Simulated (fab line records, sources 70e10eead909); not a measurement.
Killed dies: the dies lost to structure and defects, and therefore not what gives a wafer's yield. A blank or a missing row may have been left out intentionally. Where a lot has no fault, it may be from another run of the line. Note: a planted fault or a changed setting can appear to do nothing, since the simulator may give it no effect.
Which tool did it? | flow nand-harc | 33 wafers from 11 lots sampled at 4 of the route's 1302 steps

## WHAT THE GAUGES READ, wafer by wafer
No reading from a measuring or inspecting step in the record can be judged against a usual standard deviation.

## WHAT TOOL EACH LOT RAN ON (gives the tool, then ch and the chambers of the sampled wafers, and finally the start)
lot  | NHARC_A_CHANNEL_HOLE_D1_DESCUM_15  | NHARC_A_CHANNEL_HOLE_D1_ETCH_25  | NHARC_A_CHANNEL_HOLE_D1_ETCH_26  | NHARC_A_CHANNEL_FILL_D1_ALD_15
L672 | rie-diel-06 ch 1,2,3, day 8 07:39  | har-etch-02 ch 0,1, day 8 11:41  | har-etch-02 ch 0,1, day 8 12:34  | ald-sin-batch-02 ch 0, day 9 01:00
L673 | rie-diel-06 ch 2,3, day 9 04:09    | har-etch-01 ch 1, day 9 08:23    | har-etch-01 ch 1, day 9 09:09    | ald-sin-batch-02 ch 0, day 9 21:22
L674 | rie-diel-06 ch 0,2, day 9 11:37    | har-etch-02 ch 1, day 9 15:50    | har-etch-02 ch 1, day 9 16:36    | ald-sin-batch-02 ch 0, day 10 05:07
L678 | rie-diel-06 ch 0,2, day 11 01:18   | har-etch-02 ch 0,1, day 11 07:34 | har-etch-02 ch 0,1, day 11 08:20 | ald-sin-batch-02 ch 0, day 11 20:38
L679 | rie-diel-06 ch 0,2,3, day 11 05:35 | har-etch-02 ch 0,1, day 11 11:52 | har-etch-02 ch 0,1, day 11 12:31 | ald-sin-batch-01 ch 0, day 12 01:59
L682 | rie-diel-11 ch 0,2,3, day 12 11:40 | har-etch-02 ch 0,1, day 12 16:02 | har-etch-02 ch 0,1, day 12 16:41 | ald-sin-batch-03 ch 0, day 13 06:01
L683 | rie-diel-06 ch 2,3, day 13 00:39   | har-etch-02 ch 0,1, day 13 04:43 | har-etch-02 ch 0,1, day 13 05:37 | ald-sin-batch-01 ch 0, day 13 20:31
L684 | rie-diel-06 ch 0,2,3, day 13 08:10 | har-etch-01 ch 0,1, day 13 12:23 | har-etch-01 ch 0,1, day 13 13:08 | ald-sin-batch-03 ch 0, day 14 03:55
L691 | rie-diel-06 ch 0,2,3, day 16 22:06 | har-etch-01 ch 0,1, day 17 02:17 | har-etch-01 ch 0,1, day 17 03:02 | ald-sin-batch-01 ch 0, day 17 16:44
L693 | rie-diel-06 ch 0,2,3, day 17 13:50 | har-etch-02 ch 0,1, day 17 18:04 | har-etch-02 ch 0,1, day 17 18:51 | ald-sin-batch-03 ch 0, day 18 07:15
L694 | rie-diel-06 ch 1,2,3, day 18 00:38 | har-etch-01 ch 0,1, day 18 05:34 | har-etch-01 ch 0,1, day 18 06:20 | ald-sin-batch-03 ch 0, day 18 18:59
- NHARC_A_CHANNEL_HOLE_D1_DESCUM_15: chemistry O2, time 3 s.
- NHARC_A_CHANNEL_HOLE_D1_ETCH_25: etches the open film in C4F8/O2/Ar, time 1040.2 s, target depth 1500 nm.
- NHARC_A_CHANNEL_HOLE_D1_ETCH_26: etches the open film in C4F8/O2/Ar, time 224.1 s, target depth 300 nm.
- NHARC_A_CHANNEL_FILL_D1_ALD_15: deposits SiNx, target thk 2 nm, pulse time 60 s, ald cycles 19.

## AS READ BY THE TOOLS THEMSELVES (means over the sampled wafers that have a number; for cases with no such wafer, the mark the record gives instead)
NHARC_A_CHANNEL_HOLE_D1_DESCUM_15.
lot  | tool        | chamber-pressure-mTorr (mTorr) | drypump-motor-current-A (A) | o2-flow-sccm (sccm) | oes-product-au (a.u.) | rf-vpp-V (V) | showerhead-plenum-p-Torr (Torr) | throttle-valve-pct (%)
L672 | rie-diel-06 | 60.00                          | 5.6                         | 200.2               | 0.995                 | 58.3         | 1.98                            | 11.307
L673 | rie-diel-06 | 59.98                          | 5.7                         | 200.4               | 1.009                 | 57.7         | 1.95                            | 11.313
L674 | rie-diel-06 | 59.94                          | 5.2                         | 199.3               | 0.997                 | 57.0         | 1.98                            | 11.310
L678 | rie-diel-06 | 59.97                          | 5.2                         | 199.6               | 0.995                 | 58.2         | 1.93                            | 11.309
L679 | rie-diel-06 | 59.98                          | 5.5                         | 200.3               | 0.995                 | 57.4         | 1.93                            | 11.305
L682 | rie-diel-11 | 59.97                          | 6.1                         | 200.3               | 0.998                 | 57.3         | 1.88                            | 11.302
L683 | rie-diel-06 | 59.98                          | 5.4                         | 200.0               | 0.999                 | 58.4         | 1.99                            | 11.318
L684 | rie-diel-06 | 59.98                          | 5.4                         | 199.7               | 1.002                 | 57.8         | 1.93                            | 11.311
L691 | rie-diel-06 | 59.98                          | 5.4                         | 200.6               | 0.993                 | 57.8         | 1.93                            | 11.315
L693 | rie-diel-06 | 60.00                          | 5.4                         | 200.1               | 0.997                 | 58.7         | 1.93                            | 11.313
L694 | rie-diel-06 | 59.99                          | 5.6                         | 199.8               | 0.994                 | 58.6         | 1.97                            | 11.311

NHARC_A_CHANNEL_HOLE_D1_ETCH_25.
lot  | tool        | chamber-pressure-mTorr (mTorr) | drypump-motor-current-A (A) | o2-flow-sccm (sccm) | showerhead-plenum-p-Torr (Torr) | temp-c (C) | throttle-valve-pct (%)
L672 | har-etch-02 | 20.001                         | 5.8                         | 31.27               | 3.67                            | -20.13     | 32.236
L673 | har-etch-01 | 19.991                         | 6.2                         | 31.24               | 3.72                            | -19.98     | 32.230
L674 | har-etch-02 | 19.992                         | 6.6                         | 31.23               | 3.75                            | -19.92     | 32.243
L678 | har-etch-02 | 19.980                         | 5.8                         | 31.30               | 3.65                            | -20.12     | 32.235
L679 | har-etch-02 | 19.992                         | 6.2                         | 31.19               | 3.69                            | -20.11     | 32.244
L682 | har-etch-02 | 20.001                         | 5.8                         | 31.15               | 3.64                            | -19.99     | 32.235
L683 | har-etch-02 | 19.998                         | 5.8                         | 31.28               | 3.63                            | -20.17     | 32.240
L684 | har-etch-01 | 19.991                         | 6.0                         | 31.12               | 3.79                            | -19.98     | 32.233
L691 | har-etch-01 | 20.002                         | 6.0                         | 31.21               | 3.76                            | -19.99     | 32.240
L693 | har-etch-02 | 19.995                         | 5.8                         | 31.13               | 3.85                            | -20.11     | 32.243
L694 | har-etch-01 | 19.991                         | 6.0                         | 31.19               | 3.75                            | -20.06     | 32.233

NHARC_A_CHANNEL_HOLE_D1_ETCH_26.
lot  | tool        | chamber-pressure-mTorr (mTorr) | drypump-motor-current-A (A) | o2-flow-sccm (sccm) | showerhead-plenum-p-Torr (Torr) | temp-c (C) | throttle-valve-pct (%)
L672 | har-etch-02 | 30.022                         | 5.8                         | 113.6               | 3.71                            | -19.95     | 24.582
L673 | har-etch-01 | 29.995                         | 6.2                         | 113.8               | 3.78                            | -20.14     | 24.586
L674 | har-etch-02 | 30.006                         | 6.6                         | 113.4               | 3.81                            | -19.93     | 24.577
L678 | har-etch-02 | 29.988                         | 5.8                         | 113.4               | 3.69                            | -19.88     | 24.582
L679 | har-etch-02 | 30.006                         | 6.2                         | 113.2               | 3.74                            | -19.98     | 24.588
L682 | har-etch-02 | 29.979                         | 5.8                         | 113.2               | 3.68                            | -20.04     | 24.587
L683 | har-etch-02 | 29.975                         | 5.8                         | 113.9               | 3.68                            | -20.13     | 24.582
L684 | har-etch-01 | 29.965                         | 6.0                         | 113.6               | 3.85                            | -20.09     | 24.583
L691 | har-etch-01 | 30.045                         | 6.0                         | 113.5               | 3.82                            | -20.01     | 24.585
L693 | har-etch-02 | 30.016                         | 5.8                         | 113.5               | 3.91                            | -19.91     | 24.579
L694 | har-etch-01 | 29.986                         | 6.0                         | 113.7               | 3.81                            | -20.01     | 24.583

NHARC_A_CHANNEL_FILL_D1_ALD_15.
lot  | tool             | precursor-pulse-height-rel
L672 | ald-sin-batch-02 | 0.990
L673 | ald-sin-batch-02 | 1.001
L674 | ald-sin-batch-02 | 1.009
L678 | ald-sin-batch-02 | 1.013
L679 | ald-sin-batch-01 | 0.988
L682 | ald-sin-batch-03 | 1.013
L683 | ald-sin-batch-01 | 1.018
L684 | ald-sin-batch-03 | 1.020
L691 | ald-sin-batch-01 | 0.993
L693 | ald-sin-batch-03 | 0.981
L694 | ald-sin-batch-03 | 1.014

## THE ANSWER, worked out from the rows above alone
Rule: usual is defined by the lots themselves. The widest of any qualifying gaps counts: lots, ordered by their means at a reading, are off when they make up no more than a third of the lots, leave a main group of 4 or more, and stand apart from it by 3 or more times the standard deviation of that group's means. The tables above print the reading to a certain number of digits; a main group whose means all agree to those digits is not used. Also off: a lot with no number at a reading for which 4 or more lots have one. Where the step has rows for the other lots, those lots are counted as sound. First the gauges in route order, then the tools' own readings, where a lot's mean is used as printed above. The first step at which some lot is off is used, and at that step the reading that is off furthest; a lot without a number counts as furthest.
Nothing can be told from this: no lot is off at any reading shown.

## WHAT THE SIMULATOR HAD INSERTED
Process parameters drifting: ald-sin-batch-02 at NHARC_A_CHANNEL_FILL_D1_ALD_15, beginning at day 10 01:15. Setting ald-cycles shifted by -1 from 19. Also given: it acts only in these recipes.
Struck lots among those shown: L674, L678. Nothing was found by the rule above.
